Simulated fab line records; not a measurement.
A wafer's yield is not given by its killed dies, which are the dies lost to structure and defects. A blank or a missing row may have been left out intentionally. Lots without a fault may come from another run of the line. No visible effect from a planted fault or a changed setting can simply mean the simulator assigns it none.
Which tool was responsible? | flow n5-finfet | at 1 step of a route of 1938, 11 lots with 32 wafers sampled

WHAT EACH GAUGE READ, for each wafer
N5_BEOL_M10_CD_MEAS_35: target cd 70 nm. Usual: cd-nm at 69.9 nm, with a standard deviation of 0.6.
lot  | measured     | on        | cd-nm (nm)     | flag
L491 | day 10 04:30 | cd-sem-03 | 68.9 69.2 69.9 |
L492 | day 10 16:06 | cd-sem-02 | 69.8 69.8 69.4 |
L496 | day 11 09:13 | cd-sem-02 | 69.9 69.9 69.8 |
L497 | day 11 12:07 | cd-sem-02 | 69.2 69.2 69.4 |
L498 | day 12 07:35 | cd-sem-03 | 68.8 70.6 70.2 |
L500 | day 12 15:02 | cd-sem-02 | 70.3 69.6 69.5 |
L501 | day 12 15:32 | cd-sem-02 | 70.3 70.1 70.3 |
L503 | day 12 18:23 | cd-sem-02 | 70.1 69.5 69.8 |
L502 | day 12 22:35 | cd-sem-03 | 70.6 69.8 70.5 |
L505 | day 13 20:32 | cd-sem-01 | 70.4 70.7 70.4 |
L507 | day 14 18:29 | cd-sem-03 | 69.0 69.7      |

TOOL THAT RAN EACH LOT (tool first, then ch and the chambers of the sampled wafers, then the start)
The record holds no process step before these readings.

AS READ BY THE TOOLS THEMSELVES (means over the sampled wafers that have a number; for cases with no such wafer, the mark the record gives instead)
The record holds no such reading with a usual standard deviation.

THE ANSWER, worked out from the rows above alone
Rule: a lot counts as off when the mean over its wafers that have a number is more than 3 standard deviations away from the usual mean. Also off: a lot with no number at a reading for which 4 or more lots have one. Where the step has rows for the other lots, those lots are counted as sound. After the gauges, taken in route order, come the tools' own readings; for these a lot's mean is taken, as printed above. The first step at which some lot is off is used, and at that step the reading that is off furthest; a lot without a number counts as furthest.
No lot is off at any reading shown: from this, nothing can be told.

WHAT THE SIMULATOR PUT IN
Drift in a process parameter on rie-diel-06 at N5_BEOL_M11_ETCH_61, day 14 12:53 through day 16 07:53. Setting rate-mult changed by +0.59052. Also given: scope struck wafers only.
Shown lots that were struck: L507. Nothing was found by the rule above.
